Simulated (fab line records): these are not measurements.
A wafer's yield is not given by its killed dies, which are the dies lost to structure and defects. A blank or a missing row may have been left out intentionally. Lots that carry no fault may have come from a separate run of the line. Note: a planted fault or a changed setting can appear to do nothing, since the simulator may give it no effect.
Lot-split experiment | flow n5 finfet | 7 lots, 39 wafers read, on a route of 1938 steps

## THE SPLIT
At N5_DUMMY_GATE_ETCH_42 (etches SiO2 in CHF3/O2, target depth 3.5 nm, time 31 s), the setting bias w was moved away from the recipe's 12 W on 12 of the 39 wafers read, by -17.8% to +16.1%. For the rest of the wafers, this setting stayed at what the recipe calls for.

The reading is taken at the split's own step.

## THE READING
rf vpp V, in V, at N5_DUMMY_GATE_ETCH_42 (etches SiO2 in CHF3/O2, target depth 3.5 nm, time 31 s). On this fab line, fault-free wafers typically give 42.5 V with a standard deviation of 0.96 V.

wafer  | tool, chamber at the split | bias w as run, W | against the recipe | rf vpp V, V | against lot-mates on the recipe
L075.1 | rie diel-04, 3             | 13.93            | +16.1%             | 46.0        | +3.9
L075.2 | rie diel-04, 0             | 12               | recipe             | 43.5        | -
L075.3 | rie diel-04, 2             | 12               | recipe             | 41.3        | -
L075.4 | rie diel-04, 2             | 13.93            | +16.1%             | 45.8        | +3.7
L075.5 | rie diel-04, 3             | 12               | recipe             | 41.5        | -
L075.6 | rie diel-04, 0             | 13.93            | +16.1%             | 45.8        | +3.7
L078.1 | rie diel-02, 0             | 12               | recipe             | 42.5        | -
L078.2 | rie diel-02, 2             | 12               | recipe             | 42.3        | -
L078.3 | rie diel-02, 1             | 12               | recipe             | 43.1        | -
L078.4 | rie diel-02, 0             | 12               | recipe             | 44.3        | -
L078.5 | rie diel-02, 2             | 12               | recipe             | 42.9        | -
L078.6 | rie diel-02, 1             | 12               | recipe             | 43.9        | -
L089.1 | rie diel-04, 3             | 12               | recipe             | 44.3        | -
L089.4 | rie diel-04, 0             | 12               | recipe             | 42.5        | -
L089.5 | rie diel-04, 2             | 12               | recipe             | 40.8        | -
L092.1 | rie diel-02, 2             | 10.99            | -8.4%              | 39.8        | -2.8
L092.2 | rie diel-02, 1             | 12               | recipe             | 42.6        | -
L092.3 | rie diel-02, 3             | 10.99            | -8.4%              | 40.6        | -2.0
L092.4 | rie diel-02, 0             | 12               | recipe             | 43.3        | -
L092.5 | rie diel-02, 0             | 10.99            | -8.4%              | 38.5        | -4.1
L092.6 | rie diel-02, 1             | 12               | recipe             | 42.0        | -
L094.1 | rie diel-04, 1             | 12               | recipe             | 42.9        | -
L094.2 | rie diel-04, 3             | 12               | recipe             | 42.3        | -
L094.3 | rie diel-04, 0             | 12               | recipe             | 41.6        | -
L094.4 | rie diel-04, 2             | 12               | recipe             | 40.8        | -
L094.5 | rie diel-04, 1             | 12               | recipe             | 43.3        | -
L094.6 | rie diel-04, 0             | 12               | recipe             | 42.6        | -
L095.1 | rie diel-02, 1             | 12               | recipe             | 41.0        | -
L095.2 | rie diel-02, 2             | 13.56            | +13.0%             | 45.5        | +3.4
L095.3 | rie diel-02, 3             | 13.56            | +13.0%             | 44.9        | +2.8
L095.4 | rie diel-02, 1             | 13.56            | +13.0%             | 46.9        | +4.8
L095.5 | rie diel-02, 3             | 12               | recipe             | 42.9        | -
L095.6 | rie diel-02, 2             | 12               | recipe             | 42.4        | -
L097.1 | rie diel-02, 2             | 9.866            | -17.8%             | 36.9        | -4.6
L097.2 | rie diel-02, 1             | 12               | recipe             | 40.5        | -
L097.3 | rie diel-02, 3             | 12               | recipe             | 42.9        | -
L097.4 | rie diel-02, 3             | 9.866            | -17.8%             | 36.2        | -5.3
L097.5 | rie diel-02, 1             | 12               | recipe             | 41.1        | -
L097.6 | rie diel-02, 2             | 9.866            | -17.8%             | 36.6        | -4.9

FIT RESULTS
A straight line over all 39 wafers: rf vpp V changes by +0.279 V for each +1% of bias w; r = +0.91; the points scatter about the line by 1 V.
The same after taking each lot's own level away (the mean of its wafers on the recipe; 39 wafers): +0.272 V for each +1%; r = +0.93; scatter 0.89 V.
That fit puts the effect of the largest move of bias w on the reading at 4.8 V.
Measured against the standard deviation above, the lots' own levels, which go from 41.50 to 43.17 V, span 1.7 times it.
So the lot-to-lot level changes the slope little: the two slopes agree.
Check: for one of the wafers moved furthest among these (-17.8%), held out of the fit, the line's prediction against its lot-mates is -5 V. It came out at -4.6 V against them.
Tool readings at the split's step, against how far the setting was moved: rf vpp V r = +0.91.

## FURTHER SPLITS ON THESE WAFERS
Other splits were also applied to these wafers ahead of the reading. Each is held against what the fit with the lots' levels taken away leaves over:
other split on the same wafers       | wafers away from the commonest value | r with rf vpp V (lot level and that fit taken away)
N5_WELL_APT_EXPOSE_05 dose mj        | 12                                   | +0.08
N5_FIN_CUT_CUT_ETCH_26 source w      | 15                                   | -0.06
N5_DUMMY_GATE_ETCH_44 target depth a | 15                                   | +0.12

## THE FILE'S OWN FIT
rf vpp V changes by +0.271 V for each +1% of bias w, r = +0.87.
